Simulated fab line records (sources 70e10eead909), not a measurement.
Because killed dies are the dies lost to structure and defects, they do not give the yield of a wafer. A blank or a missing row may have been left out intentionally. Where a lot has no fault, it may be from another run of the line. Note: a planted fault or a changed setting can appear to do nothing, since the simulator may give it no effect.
Chamber matching / flow nand_harc / 4 sister chambers for NHARC_A_STAIRCASE_DESCUM_168 on rie_diel-04
The step chemistry O2, time 3 s. 8 wafers are shown with their chamber, then 7 later ones without.

## WAFERS PAIRED WITH THEIR CHAMBERS
wafer=L178.3; chamber=0; showerhead_plenum_p_Torr (Torr)=1.87; throttle_valve_pct (%)=11.303
wafer=L184.6; chamber=1; showerhead_plenum_p_Torr (Torr)=1.91; throttle_valve_pct (%)=11.308
wafer=L193.6; chamber=0; showerhead_plenum_p_Torr (Torr)=1.86; throttle_valve_pct (%)=11.311
wafer=L191.1; chamber=2; showerhead_plenum_p_Torr (Torr)=1.82; throttle_valve_pct (%)=11.309
wafer=L191.2; chamber=3; showerhead_plenum_p_Torr (Torr)=1.79; throttle_valve_pct (%)=11.317
wafer=L191.3; chamber=1; showerhead_plenum_p_Torr (Torr)=1.90; throttle_valve_pct (%)=11.327
wafer=L200.2; chamber=3; showerhead_plenum_p_Torr (Torr)=1.79; throttle_valve_pct (%)=11.316
wafer=L200.4; chamber=2; showerhead_plenum_p_Torr (Torr)=1.82; throttle_valve_pct (%)=11.309

## WAFERS MISSING THEIR CHAMBER
wafer=L200.5; showerhead_plenum_p_Torr (Torr)=1.82; throttle_valve_pct (%)=11.311
wafer=L199.2; showerhead_plenum_p_Torr (Torr)=1.79; throttle_valve_pct (%)=11.332
wafer=L199.4; showerhead_plenum_p_Torr (Torr)=1.90; throttle_valve_pct (%)=11.309
wafer=L199.5; showerhead_plenum_p_Torr (Torr)=1.90; throttle_valve_pct (%)=11.330
wafer=L201.1; showerhead_plenum_p_Torr (Torr)=1.85; throttle_valve_pct (%)=11.314
wafer=L201.5; showerhead_plenum_p_Torr (Torr)=1.89; throttle_valve_pct (%)=11.318
wafer=L201.6; showerhead_plenum_p_Torr (Torr)=1.82; throttle_valve_pct (%)=11.312

## EACH ONE'S CHAMBER
wafer=L200.5; from the rows above=2; in truth=2
wafer=L199.2; from the rows above=3; in truth=3
wafer=L199.4; from the rows above=1; in truth=1
wafer=L199.5; from the rows above=1; in truth=1
wafer=L201.1; from the rows above=0; in truth=0
wafer=L201.5; from the rows above=1; in truth=1
wafer=L201.6; from the rows above=2; in truth=2
Correctly placed: 7 of 7. Left unplaced by these rows: 0. Number placed wrongly: 0.
How it was worked out, from the rows above alone: a wafer's distance from a chamber is the root of the sum, over the readings, of the square of ((its reading less the chamber's mean) divided by the reading's scatter). If the next closest chamber is less than 2 further off than the closest, the wafer can't be placed; otherwise it belongs to the closest. The mean given for a chamber averages the wafers shown for that chamber. How the scatter is found: for the shown wafers, subtract from each reading the mean of its chamber, square and add these, divide the total by (wafers less chambers), then take the root.
